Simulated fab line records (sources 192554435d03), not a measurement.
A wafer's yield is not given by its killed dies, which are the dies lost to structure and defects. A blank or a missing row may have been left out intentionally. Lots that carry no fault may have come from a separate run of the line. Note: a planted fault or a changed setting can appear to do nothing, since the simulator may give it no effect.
fab line records	flow n5-finfet	part 2 of 2: steps 23 to 29 of 29
record: lots: 5	wafers: 15	last-day: 16
route steps=1938 shown BEOL_M8@1396 BEOL_M9@1401
lots that met no fault: taken from a fault-free run of the same line
start-h: hours from the record's first day to the start of the lot's first wafer shown	wait-h: how many hours have passed since the lot's step before this one	" as in the row above	L1.1+2: one row covering several wafers at once	- no value present, or no start provided	* or withheld: withheld	< > ~ a bound
route shown NAME@n: a module of which the file shows steps, and the number in the route of the first	usual: mean/standard deviation taken from wafers without a fault	same: alike in all rows	chamber/n: place in a boat	sites: per-site readings	_std_site: the values' standard deviation	_edge_site: inner sites' mean taken away from outer sites' mean	radius-mm: how far each site lies from the wafer's centre	mask NAME#n: copy n	behind: tool/chamber where the wafer was last shaped	hold: why the lot was held/for how many hours/how that ended	device: the n, p or np transistor that did not switch	end of line: the same wafers' tests at the end of the route	a step given without rows: its recipe and nothing more	killed: dies that structure and defects cost at the first sort, which is not the same as the wafer's yield	map: dies across one wafer; x = killed, . = not, _ = none there
set.NAME: the setting that was run; set.NAME@STEP: the one run at that earlier step	model.NAME: the simulator's own value behind a step, which no gauge read
lots seen at some steps along the route; tables by step, rows by wafer
services: from which hour (start-h, from the record's first day; less than 0 if before it) a tool's chamber was out of use, for how many hours, and why
== steps ==
step: N5_BEOL_M9_ETCH_61
recipe: chemistry: CF4	target: SiARC	target-depth-a: 390	mask-material: CAR-ArF	time-s: 65	ion-energy-ev: 80	pressure-mtorr: 40	source-w: 545	bias-w: 36	Ar_flow_sccm: 100	cf4-flow-sccm: 100	ends: cleared
usual: drypump-motor-current-A: 5.5/0.46	etch-rf-on-time-s: 65.0/0.92	oes-product-au: 0.67/0.075	rf-vpp-V: 184.1/1.2	showerhead-plenum-p-Torr: 2.14/0.061	throttle-valve-pct: 15.60/0.21
lot.wafer	tool	chamber	start-h	wait-h	drypump-motor-current-A	etch-rf-on-time-s	oes-product-au	rf-hours-counter-h	rf-vpp-V	showerhead-plenum-p-Torr	throttle-valve-pct
L075.3	rie-diel-03	0	218.82	0.0	5.5	64.9	0.68	107	182.9	2.15	15.48
L075.5	"	3	"	"	5.4	64.5	0.60	-	185.2	2.13	15.68
L075.6	"	0	"	"	5.5	64.2	0.69	-	183.2	2.15	15.47
L086.1	rie-diel-05	3	277.51	0.0	5.5	64.4	0.62	200	184.2	2.04	15.78
L086.3	"	3	"	"	5.5	64.1	0.61	-	181.7	2.04	15.81
L086.4	"	0	"	"	6.4	63.7	0.83	-	182.8	2.11	15.57
L088.2	rie-diel-03	3	284.41	0.0	5.3	65.4	0.59	232	183.6	2.12	15.75
L088.5	"	2	"	"	4.8	64.0	0.77	-	184.2	2.18	15.49
L088.6	"	1	"	"	5.4	64.8	0.67	-	184.7	2.15	15.53
L089.2	rie-diel-05	0	295.65	0.0	6.4	63.7	0.81	17	183.3	2.11	15.58
L089.4	"	0	"	"	6.4	63.6	0.81	-	183.9	2.11	15.59
L089.5	"	1	"	"	5.0	66.2	0.59	-	184.3	2.19	15.61
L091.2	rie-diel-03	2	310.61	0.0	4.8	64.5	0.75	47	186.4	2.18	15.53
L091.3	"	0	"	"	5.5	65.1	0.65	142	184.9	2.14	15.56
L091.4	"	1	"	"	5.4	65.7	0.65	-	185.0	2.14	15.56
step: N5_BEOL_M9_ETCH_62
recipe: chemistry: N2/H2	target: SOC	target-depth-a: 1100	overetch-a: 220	mask-material: SiARC	temp-c: 40	time-s: 165	ion-energy-ev: 200	pressure-mtorr: 30	source-w: 840	bias-w: 150	n2-flow-sccm: 200	h2-flow-sccm: 200
usual: drypump-motor-current-A: 5.5/0.47	oes-product-au: 0.66/0.072	rf-vpp-V: 523.9/2.4	showerhead-plenum-p-Torr: 2.54/0.075	throttle-valve-pct: 17.79/0.23
lot.wafer	tool	chamber	start-h	wait-h	drypump-motor-current-A	oes-product-au	rf-hours-counter-h	rf-vpp-V	showerhead-plenum-p-Torr	throttle-valve-pct
L075.3	rie-diel-03	0	218.87	0.0	5.5	0.67	107	525.0	2.56	17.79
L075.5	"	3	"	"	5.3	0.60	-	524.2	2.51	17.81
L075.6	"	0	"	"	5.5	0.68	-	522.3	2.56	17.78
L086.1	rie-diel-05	3	277.58	0.1	5.5	0.61	200	519.7	2.42	18.01
L086.3	"	3	"	"	5.5	0.61	-	520.5	2.42	18.01
L086.4	"	0	"	"	6.5	0.80	-	523.7	2.50	17.76
L088.2	rie-diel-03	3	284.46	0.0	5.4	0.58	232	522.1	2.50	17.84
L088.5	"	2	"	"	4.8	0.75	-	524.1	2.59	17.72
L088.6	"	1	"	"	5.4	0.66	-	522.5	2.54	17.64
L089.2	rie-diel-05	0	295.70	0.0	6.4	0.79	17	523.0	2.49	17.81
L089.4	"	0	"	"	6.4	0.79	-	523.3	2.49	17.78
L089.5	"	1	"	"	5.0	0.59	-	526.5	2.61	17.81
L091.2	rie-diel-03	2	310.66	0.0	4.8	0.73	47	524.6	2.59	17.72
L091.3	"	0	"	"	5.5	0.65	142	523.1	2.55	17.84
L091.4	"	1	"	"	5.5	0.65	-	523.0	2.54	17.66
step: N5_BEOL_M9_STRIP_68
recipe: chemistry: N2/H2	temp-c: 40	n2-flow-sccm: 200	h2-flow-sccm: 200	rf-frequency-hz: 6e+07
lot.wafer	tool	chamber	start-h	wait-h
L075.3+5+6	rie-diel-03	0,3,0	219.01	0.1
L086.1+3+4	rie-diel-05	3,3,0	277.79	0.1
L088.2+5+6	rie-diel-03	3,2,1	284.59	0.1
L089.2+4+5	rie-diel-05	0,0,1	295.83	0.1
L091.2+3+4	rie-diel-03	2,0,1	310.79	0.1
step: N5_BEOL_M9_STRIP_67
recipe: chemistry: CF4	resist: SiARC	power-w: 300	bias-power-w: 75	pressure-mtorr: 50	cf4-flow-sccm: 150	rf-frequency-hz: 6e+07
usual: bias-power-w: 74.98/0.22	drypump-motor-current-A: 5.5/0.46	oes-product-au: 0.78/0.084	rf-vpp-V: 271.1/1.5	showerhead-plenum-p-Torr: 1.79/0.051	throttle-valve-pct: 13.57/0.22
lot.wafer	tool	chamber	start-h	wait-h	bias-power-w	drypump-motor-current-A	oes-product-au	rf-hours-counter-h	rf-vpp-V	showerhead-plenum-p-Torr	throttle-valve-pct
L075.3	rie-diel-03	0	219.02	0.0	74.80	5.5	0.80	107	270.7	1.80	13.48
L075.5	"	3	"	"	75.18	5.4	0.70	-	270.9	1.78	13.66
L075.6	"	0	"	"	74.90	5.5	0.80	-	272.2	1.80	13.48
L086.1	rie-diel-05	3	277.80	0.0	74.91	5.5	0.73	200	269.9	1.71	13.77
L086.3	"	3	"	"	74.69	5.5	0.72	-	270.1	1.71	13.77
L086.4	"	0	"	"	74.99	6.4	0.95	-	270.5	1.77	13.48
L088.2	rie-diel-03	3	284.60	0.0	74.69	5.3	0.68	232	272.0	1.77	13.71
L088.5	"	2	"	"	74.67	4.8	0.88	-	271.4	1.83	13.43
L088.6	"	1	"	"	74.90	5.4	0.78	-	272.0	1.79	13.50
L089.2	rie-diel-05	0	295.84	0.0	75.23	6.4	0.93	17	270.8	1.76	13.51
L089.4	"	0	"	"	74.91	6.4	0.94	-	270.6	1.76	13.50
L089.5	"	1	"	"	74.85	5.0	0.70	-	272.5	1.83	13.62
L091.2	rie-diel-03	2	310.80	0.0	74.99	4.8	0.87	47	272.8	1.83	13.48
L091.3	"	0	"	"	75.25	5.5	0.77	142	271.1	1.79	13.55
L091.4	"	1	"	"	74.79	5.4	0.77	-	271.3	1.79	13.53
step: N5_BEOL_M9_HM_OPEN_17
recipe: chemistry: Cl2/BCl3	target-depth-a: 200	overetch-a: 60	target: TiN	mask-material: SOC	ion-energy-ev: 150	pressure-mtorr: 10	icp-w: 1000	bias-w: 126	Cl2_flow_sccm: 53.25	bcl3-flow-sccm: 21.75	Ar_flow_sccm: 25
usual: drypump-motor-current-A: 5.47/0.2	oes-product-au: 0.70/0.088	throttle-valve-pct: 22.15/0.23
lot.wafer	tool	chamber	start-h	wait-h	drypump-motor-current-A	oes-product-au	rf-hours-counter-h	throttle-valve-pct
L075.3	rie-metal-03	0	219.09	0.1	5.39	0.60	-	22.39
L075.5	"	0	"	"	5.38	0.60	-	22.37
L075.6	"	1	"	"	5.41	0.79	-	22.01
L086.1	rie-metal-02	1	277.85	0.0	5.83	0.68	38	22.36
L086.3	"	0	"	"	5.25	0.80	-	21.82
L086.4	"	1	"	"	5.82	0.68	-	22.35
L088.2	rie-metal-02	0	284.64	0.0	5.32	0.80	6	21.82
L088.5	"	0	"	"	5.31	0.81	-	21.82
L088.6	"	1	"	"	5.81	0.68	-	22.38
L089.2	rie-metal-01	1	295.89	0.0	5.41	0.59	87	22.19
L089.4	"	1	"	"	5.42	0.58	-	22.21
L089.5	"	0	"	"	5.41	0.68	-	22.28
L091.2	rie-metal-01	1	310.84	0.0	5.41	0.58	88	22.20
L091.3	"	1	"	"	5.39	0.59	-	22.20
L091.4	"	0	"	"	5.43	0.68	-	22.29
step: N5_BEOL_M9_STRIP_19
recipe: chemistry: O2	power-w: 400	temp-c: 40	pressure-mtorr: 30	rf-frequency-hz: 6e+07	bias-power-w: 0	overash-fraction: 0.2	o2-flow-sccm: 225
usual: drypump-motor-current-A: 5.6/0.45	o2-flow-sccm: 225.0/0.68	oes-product-au: 0.78/0.086	rf-vpp-V: 3.6/0.52	showerhead-plenum-p-Torr: 2.10/0.071	throttle-valve-pct: 16.66/0.24
same: bias-power-w: 0
lot.wafer	tool	chamber	start-h	wait-h	drypump-motor-current-A	o2-flow-sccm	oes-product-au	rf-hours-counter-h	rf-vpp-V	showerhead-plenum-p-Torr	throttle-valve-pct
L075.3	rie-diel-02	1	219.17	0.1	5.4	225.7	0.87	46	3.8	2.14	16.45
L075.5	"	0	"	"	5.9	224.9	0.90	-	3.7	2.22	16.15
L075.6	"	3	"	"	5.8	223.6	0.73	-	3.4	2.18	16.76
L086.1	rie-diel-03	0	277.99	0.1	5.5	224.9	0.77	131	2.7	2.11	16.67
L086.3	"	3	"	"	5.3	224.3	0.68	230	3.3	2.06	16.70
L086.4	"	1	"	"	5.4	223.6	0.79	137	3.2	2.10	16.56
L088.2	rie-diel-02	2	284.75	0.1	5.2	225.6	0.75	186	2.9	2.09	16.88
L088.5	"	1	"	"	5.4	224.7	0.84	-	3.7	2.14	16.49
L088.6	"	0	"	"	5.9	223.4	0.88	-	3.2	2.21	16.15
L089.2	rie-diel-02	1	296.04	0.1	5.4	225.0	0.85	63	4.1	2.14	16.48
L089.4	"	1	"	"	5.4	224.1	0.84	-	3.5	2.14	16.46
L089.5	"	2	"	"	5.1	225.6	0.74	-	3.0	2.09	16.88
L091.2	rie-diel-03	1	310.96	0.1	5.4	224.8	0.76	150	4.5	2.09	16.59
L091.3	"	0	"	"	5.5	225.5	0.76	142	3.6	2.11	16.68
L091.4	"	2	"	"	4.9	224.4	0.87	-	3.8	2.14	16.57
step: N5_BEOL_M9_CD_MEAS_18
recipe: pitch-nm: 140	target-cd-nm: 70
usual: cd-nm: 70.1/0.51
lot.wafer	tool	chamber	start-h	wait-h	cd-nm
L075.3	cd-sem-03	-	219.24	0.1	69.6
L075.5	"	-	"	"	69.4
L075.6	"	-	"	"	69.1
L086.1	cd-sem-03	-	278.06	0.0	69.2
L086.3	"	-	"	"	69.1
L086.4	"	-	"	"	69.8
L088.2	cd-sem-01	-	284.82	0.1	69.9
L088.5	"	-	"	"	69.5
L088.6	"	-	"	"	69.6
L089.2	cd-sem-02	-	296.12	0.1	70.2
L089.4	"	-	"	"	70.4
L089.5	"	-	"	"	70.2
L091.2	cd-sem-03	-	311.03	0.1	69.8
L091.3	"	-	"	"	70.2
L091.4	"	-	"	"	70.0
== services ==
tool	chamber	start-h	hours	kind
arfi-scanner-02	-	197.34	1.3	repair
rie-metal-03	-	198.00	1.4	pm
uv-cure-02	-	203.98	4.5	repair
arfi-scanner-03	-	204.26	0.4	repair
rie-diel-05	0	215.24	3.8	repair
arfi-scanner-03	-	215.93	1.0	pm
arfi-scanner-02	-	230.70	1.3	pm
pecvd-01	2	232.62	4.2	repair
arfi-scanner-02	-	235.80	1.0	pm
arfi-scanner-03	-	239.80	0.6	repair
uv-cure-03	-	241.21	7.5	pm
arfi-scanner-01	-	242.87	4.9	pm
rie-diel-02	-	243.38	28.1	pm
rie-diel-05	-	253.86	0.2	repair
arfi-scanner-01	-	254.36	1.3	pm
arfi-scanner-02	-	258.09	1.0	pm
pecvd-02	0	261.04	21.4	repair
uv-cure-01	-	271.31	6.6	repair
arfi-scanner-03	-	278.72	1.3	pm
pecvd-03	-	286.97	14.6	pm
arfi-scanner-01	-	288.98	1.0	pm
rie-diel-02	3	290.29	7.6	repair
rie-diel-02	1	297.44	11.5	repair
uv-cure-02	-	301.07	24.9	pm
